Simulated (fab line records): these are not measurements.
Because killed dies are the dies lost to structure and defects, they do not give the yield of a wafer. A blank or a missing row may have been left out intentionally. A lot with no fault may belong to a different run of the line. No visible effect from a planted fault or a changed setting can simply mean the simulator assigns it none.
Chamber matching	flow n5-finfet	N5_BEOL_M8_CMP_52 on cmp-03: 4 sister chambers
The step polishes, stops on SiCOH lowk, t overpolish 6.9 s, target thk 80 nm. 8 wafers are shown with their chamber, then 11 later ones without.

== WAFERS WITH THEIR CHAMBER ==
wafer	chamber	motor-current-A (A)	time-to-endpoint-s (s)
L079.6	0	5.3	59.7
L084.5	3	5.6	59.5
L086.1	2	6.1	61.9
L086.2	3	5.4	58.3
L087.2	1	5.4	61.1
L087.3	0	5.4	63.3
L087.6	2	6.0	64.2
L090.1	1	5.9	60.6

== WAFERS WITH NO CHAMBER GIVEN ==
wafer	motor-current-A (A)	time-to-endpoint-s (s)
L090.4	6.4	66.5
L090.6	5.2	62.7
L093.1	5.3	56.7
L093.5	5.7	59.4
L093.6	6.3	64.5
L094.2	5.4	58.7
L094.3	5.9	60.6
L094.5	5.4	59.3
L096.2	6.5	63.4
L096.3	5.4	58.2
L096.4	5.2	61.9

== CHAMBER TAKEN BY EACH ==
wafer	from the rows above	in truth
L090.4	2	2
L090.6	can't be placed: 0 or 1 or 3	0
L093.1	can't be placed: 3 or 0 or 1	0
L093.5	can't be placed: 1 or 3 or 0 or 2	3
L093.6	2	2
L094.2	can't be placed: 3 or 0 or 1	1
L094.3	can't be placed: 1 or 2 or 3 or 0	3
L094.5	can't be placed: 3 or 0 or 1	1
L096.2	2	2
L096.3	can't be placed: 3 or 1 or 0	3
L096.4	can't be placed: 0 or 1 or 3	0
Correctly placed: 3 of 11. Unplaceable from these rows: 8, with the true chamber sitting among the candidates in 8. 0 placed wrongly.
How it was worked out, from the rows above alone: a wafer's distance from a chamber is the root of the sum, over the readings, of the square of ((its reading less the chamber's mean) divided by the reading's scatter). If the next closest chamber is less than 2 further off than the closest, the wafer can't be placed; otherwise it belongs to the closest. The mean given for a chamber averages the wafers shown for that chamber. How the scatter is found: for the shown wafers, subtract from each reading the mean of its chamber, square and add these, divide the total by (wafers less chambers), then take the root.
